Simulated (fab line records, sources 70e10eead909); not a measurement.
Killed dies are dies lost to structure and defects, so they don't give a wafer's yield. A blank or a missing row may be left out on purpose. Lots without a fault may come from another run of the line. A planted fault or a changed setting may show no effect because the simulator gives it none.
fab line records | flow nand_harc
record lots=4 wafers=12 last_day=25
route steps=1159 shown A_CHANNEL_HOLE_D1@460 A_CHANNEL_FILL_D1@490 END@1159
lots that met no fault: from a run of the same line without faults
start_h: hours from the record's first day to the start of the lot's first wafer shown | wait_h: hours since the lot's step before | " the same as in the row above | L1.1+2: a row that stands for several wafers | - no value, or no start given | * or withheld: withheld | < > ~ a bound
route shown NAME@n: a module of which the file shows steps, and the number in the route of the first | usual: mean/standard deviation of fault-free wafers | same: alike in all rows | chamber/n: place in a boat | sites: the reading at each site | _std_site: their standard deviation | _edge_site: outer sites' mean less inner sites' | radius_mm: how far each site lies from the wafer's centre | mask NAME#n: copy n | behind: the tool/chamber that last shaped the wafer | hold: why the lot was held/for how many hours/how that ended | device: the transistor (n, p or np) that didn't switch | end of line: the same wafers' tests at the end of the route | a step without rows: its recipe alone | killed: dies lost to structure and defects at the first sort, not the wafer's yield | map: a wafer's dies, x killed, . not, _ none there
set.NAME: the setting as run; set.NAME@STEP: as run at that earlier step | model.NAME: the simulator's own value behind a step, which no gauge read
lots at some steps of the route; a table a step, a row a wafer
services: from which hour (start_h, from the record's first day; less than 0 if before it) a tool's chamber was out of use, for how many hours, and why
## steps
# step NHARC_A_CHANNEL_HOLE_D1_PEB_08
# recipe peb_temp_c=100 peb_time_s=65
# step NHARC_A_CHANNEL_HOLE_D1_DEVELOP_09
# recipe develop_time_s=35 dev_temp_c=23
# step NHARC_A_CHANNEL_HOLE_D1_DESCUM_15
# recipe time_s=3 o2_flow_sccm=200 ar_flow_sccm=0 bias_power_w=0 chemistry=O2
# step NHARC_A_CHANNEL_HOLE_D1_ETCH_38
# recipe target_depth_a=390 over_etch_frac=0.3 time_s=65 ion_energy_ev=80 cf4_flow_sccm=150 ar_flow_sccm=0 rf_w=300 bias_w=100 chemistry=CF4
# step NHARC_A_CHANNEL_HOLE_D1_ETCH_39
# recipe target_depth_a=2600 over_etch_frac=0.3 time_s=325 ion_energy_ev=200 n2_flow_sccm=150 h2_flow_sccm=150 ar_flow_sccm=0 rf_w=400 bias_w=150 chemistry=N2/H2
# step NHARC_A_CHANNEL_HOLE_D1_ETCH_34
# recipe target_depth_a=1540 time_s=77 cf4_flow_sccm=100 chf3_flow_sccm=30 ar_flow_sccm=0 rf_w=500 bias_w=200 chemistry=CF4/CHF3
# step NHARC_A_CHANNEL_HOLE_D1_ETCH_16
# recipe target_depth_a=31000 over_etch_frac=0.3 time_s=806 ion_energy_ev=150 o2_flow_sccm=400 cos_flow_sccm=20 ar_flow_sccm=0 rf_w=500 bias_w=300 chemistry=O2/COS
# step NHARC_A_CHANNEL_HOLE_D1_ETCH_19
# recipe bias_v=1200 source_w=2500 pressure_mtorr=15 time_s=34.5 ar_flow_sccm=375 c4f8_flow_sccm=28.8 o2_flow_sccm=96.2 temp_c=-20 target_depth_a=* chemistry=C4F8/O2/Ar
# step NHARC_A_CHANNEL_HOLE_D1_ETCH_20
# recipe bias_v=3000 source_w=withheld pressure_mtorr=20 time_s=361.9 ar_flow_sccm=375 c4f8_flow_sccm=89.3 o2_flow_sccm=35.7 temp_c=-20 target_depth_a=16000 chemistry=C4F8/O2/Ar
# usual drypump_motor_current_A=5.62/0.28 esc_clamp_current_uA=0.02066/0.00019 he_backside_leak_sccm=5.55/0.22 mfc_ar_sccm=375.0/1.2 showerhead_plenum_p_Torr=3.67/0.12 throttle_valve_pct=32.155/0.0096
# columns lot.wafer tool chamber start_h wait_h drypump_motor_current_A esc_clamp_current_uA he_backside_leak_sccm mfc_ar_sccm rf_hours_counter_h showerhead_plenum_p_Torr throttle_valve_pct
L460.4 har_etch-01 0 241.36 0.2 5.25 0.02039 5.44 374.8 - 3.81 32.168
L460.3 " 1 " " 6.05 0.02047 5.34 374.8 - 3.61 32.158
L460.6 " 0 " " 5.28 0.02045 5.67 375.9 - 3.81 32.160
L465.2 har_etch-01 0 268.09 0.1 5.25 0.02051 5.56 374.3 229 3.80 32.141
L465.4 " 0 " " 5.25 0.02048 5.60 372.9 - 3.80 32.170
L465.3 " 1 " " 6.05 0.02047 5.51 373.8 - 3.60 32.160
L466.2 har_etch-01 0 277.92 0.1 5.26 0.02049 5.48 373.6 233 3.80 32.162
L466.1 " 1 " " 6.09 0.02047 5.46 374.8 233 3.60 32.153
L466.3 " 0 " " 5.25 0.0205 5.70 375.4 - 3.80 32.172
L473.3 har_etch-02 0 317.09 0.2 5.61 0.02095 6.07 376.1 - 3.50 32.163
L473.5 " 0 " " 5.56 0.02094 6.13 375.7 - 3.50 32.144
L473.6 " 1 " " 5.59 0.02079 5.65 372.9 - 3.74 32.154
# step NHARC_A_CHANNEL_HOLE_D1_ETCH_21
# recipe bias_v=3000 source_w=withheld pressure_mtorr=20 time_s=514.3 ar_flow_sccm=375 c4f8_flow_sccm=89.3 o2_flow_sccm=35.7 temp_c=-20 target_depth_a=16000 chemistry=C4F8/O2/Ar
# step NHARC_A_CHANNEL_HOLE_D1_ETCH_22
# recipe bias_v=3000 source_w=withheld pressure_mtorr=20 time_s=666.7 ar_flow_sccm=375 c4f8_flow_sccm=89.3 o2_flow_sccm=35.7 temp_c=-20 target_depth_a=16000 chemistry=C4F8/O2/Ar
# step NHARC_A_CHANNEL_HOLE_D1_ETCH_23
# recipe bias_v=5000 source_w=withheld pressure_mtorr=20 time_s=819 ar_flow_sccm=375 c4f8_flow_sccm=89.3 o2_flow_sccm=35.7 temp_c=-20 target_depth_a=16000 chemistry=C4F8/O2/Ar
# step NHARC_A_CHANNEL_HOLE_D1_ETCH_24
# recipe bias_v=5000 source_w=withheld pressure_mtorr=20 time_s=906.2 ar_flow_sccm=375 c4f8_flow_sccm=93.8 o2_flow_sccm=31.2 temp_c=-20 target_depth_a=15000 chemistry=C4F8/O2/Ar
# step NHARC_A_CHANNEL_HOLE_D1_ETCH_25
# recipe bias_v=5000 source_w=withheld pressure_mtorr=20 time_s=1040.2 ar_flow_sccm=375 c4f8_flow_sccm=93.8 o2_flow_sccm=31.2 temp_c=-20 target_depth_a=15000 chemistry=C4F8/O2/Ar
# step NHARC_A_CHANNEL_HOLE_D1_ETCH_26
# recipe bias_v=300 source_w=2000 pressure_mtorr=30 time_s=224.1 ar_flow_sccm=375 c4f8_flow_sccm=11.4 o2_flow_sccm=113.6 temp_c=-20 target_depth_a=3000 chemistry=C4F8/O2/Ar
# step NHARC_A_CHANNEL_HOLE_D1_ETCH_33
# recipe bias_v=400 source_w=2000 pressure_mtorr=25 time_s=90 ar_flow_sccm=375 c4f8_flow_sccm=41.7 o2_flow_sccm=83.3 temp_c=-20 target_depth_a=4000 chemistry=C4F8/O2/Ar
# step NHARC_A_CHANNEL_HOLE_D1_STRIP_41
# recipe n2_flow_sccm=150 h2_flow_sccm=150 ar_flow_sccm=0 bias_w=0 chemistry=N2/H2
# step NHARC_A_CHANNEL_HOLE_D1_STRIP_42
# recipe cf4_flow_sccm=100 chf3_flow_sccm=30 ar_flow_sccm=0 bias_w=0 chemistry=CF4/CHF3
# step NHARC_A_CHANNEL_HOLE_D1_STRIP_43
# recipe o2_flow_sccm=400 cos_flow_sccm=20 ar_flow_sccm=0 bias_w=0 chemistry=O2/COS
# step NHARC_A_CHANNEL_HOLE_D1_ETCH_44
# recipe target_depth_a=1400 overetch_a=140 time_s=77 ion_energy_ev=100 cf4_flow_sccm=80 o2_flow_sccm=20 ar_flow_sccm=0 rf_w=300 bias_w=100 chemistry=CF4/O2
# step NHARC_A_CHANNEL_HOLE_D1_STRIP_27
# recipe o2_flow_sccm=500 ar_flow_sccm=0 bias_w=0 chemistry=O2
# step NHARC_A_CHANNEL_HOLE_D1_PRECLEAN_28
# recipe time_s=* temp_c=50 bath_age_min=0 chemistry=SC1
# step NHARC_A_CHANNEL_HOLE_D1_SRD_29
# step NHARC_A_CHANNEL_HOLE_D1_XSEM_31
# recipe landing_energy_ev=35000
# step NHARC_A_CHANNEL_HOLE_D1_INSPECT_40
# usual raw_defect_count=63/15
# columns lot.wafer tool chamber start_h wait_h raw_defect_count
L460.3 defect_inspect-01 - 246.84 - 56
L460.4 " - " " 60
L460.6 " - " " 55
L465.2 defect_inspect-02 - 273.74 - 1331
L465.3 " - " " 1351
L465.4 " - " " 1394
L466.1 defect_inspect-02 - 283.53 - 1389
L466.2 " - " " 1401
L466.3 " - " " 1402
L473.3 defect_inspect-01 - 322.56 - 92
L473.5 " - " " 75
L473.6 " - " " 54
# step NHARC_A_CHANNEL_FILL_D1_PRECLEAN_00
# recipe time_s=* temp_c=50 bath_age_min=0 chemistry=SC1
# step NHARC_END_SORT_01
# recipe temp_c=25
# usual killed_at_array=29/10 killed_at_other=0.7/1.1 killed_at_periphery=3.2/2.2 killed_dies=33/11 killed_open=3.5/1.8 killed_short=2.0/1.4
# same gross_dies=677
# columns lot.wafer tool chamber start_h wait_h killed_at_array killed_at_other killed_at_periphery killed_dies killed_open killed_short
L460.3 prober-01 0 507.52 3.1 28 0 2 30 5 3
L460.4 prober-01 0 508.31 3.4 27 0 5 32 6 3
L460.6 prober-01 0 509.90 4.0 18 3 1 22 2 0
L466.1 prober-01 0 534.30 2.5 105 1 2 108 4 0
L466.2 prober-01 0 535.11 2.8 85 2 1 88 4 2
L466.3 prober-01 0 535.91 3.1 85 1 2 88 3 3
L465.2 prober-02 0 542.95 2.8 94 0 2 96 2 1
L465.3 prober-02 0 543.75 3.1 108 0 2 110 2 1
L465.4 prober-02 0 544.56 3.4 97 0 2 99 1 2
# killed by level:class
L460.3 A_CHANNEL_HOLE_D1:chamber_film_flake=19 A_CONTACT:chamber_film_flake=2 P_CONTACT:geometric_particle:short=1 P_CONTACT:geometric_particle:open=1 A_SOURCE_PLATE:geometric_particle:open=1 A_CHANNEL_FILL_D1:geometric_particle:open=1 A_SGD_CUT:geometric_particle:open=1 A_SGD_CUT:geometric_particle:short=1
L460.4 A_CHANNEL_HOLE_D1:chamber_film_flake=14 A_SLIT:chamber_film_flake=3 P_GATE:geometric_particle:open=2 P_ZERO_WELL:chamber_film_flake=2 A_STAIRCASE:chamber_film_flake=2 A_SOURCE_PLATE:geometric_particle:open=1 A_ONON_D1:geometric_particle:short=1 A_ONON_D1:geometric_particle:open=1
L460.6 A_CHANNEL_HOLE_D1:chamber_film_flake=11 A_STAIRCASE:chamber_film_flake=3 A_CONTACT:chamber_film_flake=2 THIN_TSV:chamber_film_flake=2 A_CHANNEL_FILL_D1:geometric_particle:open=1 P_GATE:chamber_film_flake=1 STARTING-WAFER:geometric_particle:open=1 A_SLIT:chamber_film_flake=1
L466.1 A_CHANNEL_HOLE_D1:unspecified=95 A_CHANNEL_HOLE_D1:chamber_film_flake=3 A_SGD_CUT:chamber_film_flake=3 A_CONTACT:chamber_film_flake=2 P_CONTACT:geometric_particle:open=1 P_M2:geometric_particle:open=1 A_ONON_D1:geometric_particle:open=1 A_WL_FILL:geometric_particle:open=1
L466.2 A_CHANNEL_HOLE_D1:unspecified=73 A_CHANNEL_HOLE_D1:chamber_film_flake=2 A_CONTACT:chamber_film_flake=2 A_ONON_D1:geometric_particle:open=1 A_CHANNEL_HOLE_D1:geometric_particle:open=1 A_STAIRCASE:geometric_particle:short=1 A_WL_FILL:geometric_particle:open=1 A_CONTACT:geometric_particle:open=1
L466.3 A_CHANNEL_HOLE_D1:unspecified=72 A_CONTACT:chamber_film_flake=4 A_CHANNEL_HOLE_D1:chamber_film_flake=2 P_CONTACT:geometric_particle:short=1 P_M0:geometric_particle:open=1 A_CHANNEL_HOLE_D1:geometric_particle:short=1 A_CHANNEL_FILL_D1:geometric_particle:open=1 A_CONTACT:geometric_particle:open=1
L465.2 A_CHANNEL_HOLE_D1:unspecified=77 A_SLIT:chamber_film_flake=9 A_CONTACT:chamber_film_flake=2 A_CHANNEL_FILL_D1:geometric_particle:open=1 A_CHANNEL_FILL_D1:geometric_particle:short=1 A_M0:geometric_particle:open=1 P_STI:chamber_film_flake=1 P_M0:chamber_film_flake=1
L465.3 A_CHANNEL_HOLE_D1:unspecified=92 A_SLIT:chamber_film_flake=9 P_STI:chamber_film_flake=2 A_CONTACT:chamber_film_flake=2 A_SGD_CUT:geometric_particle:short=1 A_CONTACT:geometric_particle:open=1 A_M1:geometric_particle:open=1 A_CHANNEL_HOLE_D1:chamber_film_flake=1
L465.4 A_CHANNEL_HOLE_D1:unspecified=77 A_SLIT:chamber_film_flake=13 A_WL_FILL:geometric_particle:short=2 A_CHANNEL_HOLE_D1:chamber_film_flake=2 P_GATE:geometric_particle:open=1 P_STI:chamber_film_flake=1 A_STAIRCASE:chamber_film_flake=1 A_CONTACT:chamber_film_flake=1
# map L465.3 (x killed, . not)
____________.____________
_________xxx.x.x_________
_______xxxxxxx...._______
______xxxxxxxxx....______
_____..xxxxxxxx....._____
____..xxxxxxxxx......____
____..xxxxxxxxx......____
___....xxxxxxxx.......___
___....xxxxxxxxx......___
__....xxxxxxxxx...x....__
__.....xxxxxxx.x.......__
_......xxxxxxxx.....x..._
_.......x.xxx..........._
_.....x....x............_
_......................._
_................x......_
.........................
.........................
.........................
.........................
.........................
_......................._
_......................._
_........x.............._
_......................._
_......................._
__.....................__
__...................x.__
___...................___
___...................___
____..............x..____
____..............x..____
_____.....x......x.x_____
______...........x.______
_______........xxx_______
_________.....x._________
____________.____________
# map L466.1 (x killed, . not)
____________x____________
_________xxxxxx._________
_______xxxxxxxx..._______
______.xxxxxxxx....______
_____..xxxxxxxx....._____
____...xxxxxxxxx.....____
____.xxxxxxxxxxx.....____
___...xxxxxxxxx.......___
___...xxxxxxxxxx......___
__....xxxxxxxxxx.......__
__.....xxxxxxxx........__
_........xxxxxx........._
_.........xxx...x......._
_.......x...x....x......_
_..............x..x....._
_..................x...._
.........................
.........................
.........................
.........................
........x................
_......................._
_......................._
_......................._
_......................._
_..x...................._
__................x....__
__.....................__
___...................___
___...................___
____.................____
____.................____
_____..............._____
______.............______
_______..........._______
_________....x.._________
____________.____________
## services
# columns tool chamber start_h hours kind
har_etch-01 - 306.02 17.0 pm
har_etch-01 0 306.02 17.0 vent_cycle
har_etch-01 1 306.02 17.0 vent_cycle
## key
first_sign step=NHARC_A_CHANNEL_HOLE_D1_INSPECT_40 reading=raw_defect_count direction=up sigmas=90 usual=63 struck=1378
effect step=NHARC_END_SORT_01 reading=killed_at_array direction=up sigmas=6.5 usual=29 struck=96
more_kills_born_at NHARC_A_CHANNEL_HOLE_D1_ETCH_20@har_etch-01=386
met_at NHARC_A_CHANNEL_HOLE_D1_ETCH_20
struck_wafers L465.2,L465.3,L465.4,L466.1,L466.2,L466.3
tester_left_out L465,L466
onset_between 241.36 268.09
fault kind=chamber_particle_source tool=har_etch-01 chamber=- onset_h=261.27 steps=NHARC_A_CHANNEL_HOLE_D1_ETCH_20 rate_per_visit_cm2=2.023 end_h=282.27
# tester_left_out: of these lots the tester's yield and bins aren't shown, on N5 and GAA mostly nor the transistor test; their killed dies are dies lost to structure and defects alone, not to doping, threshold or leakage, so they don't give the yield
